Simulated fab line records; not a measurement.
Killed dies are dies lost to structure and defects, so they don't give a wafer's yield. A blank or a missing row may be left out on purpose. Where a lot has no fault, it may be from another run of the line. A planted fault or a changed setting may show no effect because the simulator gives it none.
Problem report in the 8D (eight disciplines) form, filled by code ; flow n5Finfet ; the parts of the form that need people (team, actions taken, sign-off) are left out

== 1. PROBLEM STATEMENT ==
Wafers without a fault read 34.20 %, standard deviation 0.16; throttleValvePct at N5_PASSIVATION_AL_ETCH_33 reads a mean of 34.89 % on 4 wafers belonging to 2 lots. That puts it +4.3 standard deviations away from the usual mean.
The step: etches Al in Cl2/BCl3, stops on TaN, target depth 2800 nm, time 466.7 s.
Seen first at day 16 18:06 on rieMetal-01, wafer L378.4. The record has a number at this step for 30 wafers belonging to 10 lots. The rule behind "out" and "out of limits": a value lying over 4 standard deviations away from the usual mean. All remaining wafers that have a number are taken as sound.

== 2. WHAT IT IS, AND WHAT IT ISN'T ==
question;is;is not
which readings at this step;throttleValvePct;drypumpMotorCurrentA, heBacksideLeakSccm
which lots;L378, L381;L370, L371, L374, L376, L380, L383, L389, L390
which wafers of those lots;L378.4, L378.5, L381.1, L381.4;L378.3, L381.6
read on which tools;rieMetal-01;rieMetal-02, rieMetal-03
when;from day 16 18:06;"up to then (16 sound wafers); but 10 sound wafers of L381, L383, L389, L390 came after"

== 3. THE SUSPECTS, EACH WITH WHAT RULES IT OUT ==
Counting: a tool at a process step up to the reading stays a suspect if it ran every lot that is out. Sound lots after the first of them don't rule it out here, since some wafers of a struck lot are sound.
- pvdSputter-01 at N5_PASSIVATION_AL_DEP_21 (deposits Al, target thk 2800 nm, time 170 s): kept. It ran every lot that is out, first L378 (day 16 17:11); its last sound lot up to then is L380 (day 16 16:46).
- rieMetal-01 at N5_PASSIVATION_AL_ETCH_33 (etches Al in Cl2/BCl3, stops on TaN, target depth 2800 nm, time 466.7 s): kept. It ran every lot that is out, first L378 (day 16 18:06); its last sound lot up to then is L376 (day 15 16:35). Its own readings are out on those wafers: throttleValvePct.
After counting, pvdSputter-01 at N5_PASSIVATION_AL_DEP_21 and rieMetal-01 at N5_PASSIVATION_AL_ETCH_33 remain.

== 4. THE CAUSE (what the simulator had put in) ==
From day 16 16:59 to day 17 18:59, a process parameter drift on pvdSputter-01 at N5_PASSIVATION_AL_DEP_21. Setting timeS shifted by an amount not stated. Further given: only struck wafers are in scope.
Counting left 2 suspects, and this tool is among them.

== 5. SEQUENCE OF EFFECTS, ordered by route ==
Rows list readings where the struck wafers' mean (over those with a number) sits beyond 3 standard deviations from the usual. Readings are gone through only where the record gives a usual standard deviation; hours: the median, over the lots, of the time from a lot's start at the first step in this table giving one to that lot's start at this step; sigmas: the change measured in usual standard deviations.
hours;step;reading;usual;on struck wafers;change;sigmas
0;N5_PASSIVATION_AL_ETCH_33;throttleValvePct;34.20 %;34.89;+0.69;+4.3
The process steps in it:
- N5_PASSIVATION_AL_ETCH_33: etches Al in Cl2/BCl3, stops on TaN, target depth 2800 nm, time 466.7 s.
Readings that are blank on the struck wafers while sound wafers have them: susceptorTempC at N5_PASSIVATION_AL_DEP_21.

== 6. HOW IT WOULD HAVE BEEN CAUGHT EARLIER ==
In this record the first reading out of limits was taken at day 16 18:06, 1 hour after the fault began at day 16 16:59.
Of the lots that are out (2), L381 began N5_PASSIVATION_AL_DEP_21 on pvdSputter-01 after day 16 18:06. A hold on the tool at that time would have spared it.
